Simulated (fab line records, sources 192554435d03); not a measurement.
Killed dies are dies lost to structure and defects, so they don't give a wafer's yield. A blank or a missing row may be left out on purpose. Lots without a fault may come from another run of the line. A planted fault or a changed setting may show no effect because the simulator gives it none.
Which tool did it? | flow n5_finfet | 12 lots, 34 wafers sampled, at 2 steps of a route of 1938

WHAT THE GAUGES READ, wafer by wafer
N5_BEOL_M4_INSPECT_59: inspects for defects (darkfield). Usual: raw_defect_count 72, standard deviation 24.
lot  | measured     | on                | raw_defect_count | flag
L659 | day 10 01:37 | defect_inspect-02 | 80 100 60        |
L660 | day 10 07:55 | defect_inspect-02 | 76 96            |
L661 | day 10 11:33 | defect_inspect-02 | 26 61 70         |
L663 | day 10 20:35 | defect_inspect-02 | 106 88 72        |
L666 | day 11 10:31 | defect_inspect-02 | 86 69 87         |
L667 | day 11 12:04 | defect_inspect-01 | 62 108           |
L664 | day 11 21:36 | defect_inspect-01 | 75 105 56        |
L669 | day 12 11:42 | defect_inspect-01 | 61 60 76         |
L672 | day 12 13:54 | defect_inspect-01 | 60 93 70         |
L678 | day 14 19:15 | defect_inspect-01 | 61 88 115        |
L680 | day 15 03:18 | defect_inspect-01 | 58 57 60         |
L681 | day 15 13:24 | defect_inspect-02 | 55 57 81         |

N5_BEOL_M5_OVL_MEAS_12. Usual: M5_OVL 0.2 nm, standard deviation 0.55.
lot  | measured     | on         | M5_OVL (nm)    | flag
L659 | day 10 07:40 | overlay-01 | 1.2 0.8 1.2    |
L660 | day 10 11:07 | overlay-02 | 0.8 -0.1       |
L661 | day 10 16:47 | overlay-01 | -0.3 -0.3 -0.2 |
L663 | day 11 00:52 | overlay-02 | -0.2 -0.3 -0.2 |
L666 | day 11 14:34 | overlay-01 | 0.9 0.2 0.8    |
L667 | day 11 14:58 | overlay-02 | -0.1 0.9       |
L664 | day 12 01:49 | overlay-01 | -0.6 0.0 0.6   |
L669 | day 12 15:47 | overlay-01 | -0.4 -0.3 -0.3 |
L672 | day 12 19:02 | overlay-01 | 0.4 0.3 -0.1   |
L678 | day 14 23:01 | overlay-01 | 0.8 0.2 0.4    |
L680 | day 15 06:09 | overlay-02 | -0.5 -0.1 -0.1 |
L681 | day 15 16:14 | overlay-01 | 0.3 0.8 0.7    |

WHICH TOOL RAN EACH LOT (tool, then ch and the chambers of the sampled wafers, then the start)
The record holds no process step before these readings.

WHAT THE TOOLS THEMSELVES READ (means of the sampled wafers that have a number; where no wafer has one, the mark that the record gives instead)
The record holds no such reading with a usual standard deviation.

THE ANSWER, worked out from the rows above alone
Rule: a lot is off if the mean of its wafers that have a number lies more than 3 standard deviations from the usual mean. A lot without any number at a reading at which 4 lots or more have one is off too. The other lots that the step has rows for count as sound. The gauges are gone through in route order, then the tools' own readings, and for those a lot's mean is taken as printed above. The first step at which some lot is off is used, and at that step the reading that is off furthest; a lot without a number counts as furthest.
No lot is off at any reading shown: from this, nothing can be told.

WHAT THE SIMULATOR HAD PUT IN
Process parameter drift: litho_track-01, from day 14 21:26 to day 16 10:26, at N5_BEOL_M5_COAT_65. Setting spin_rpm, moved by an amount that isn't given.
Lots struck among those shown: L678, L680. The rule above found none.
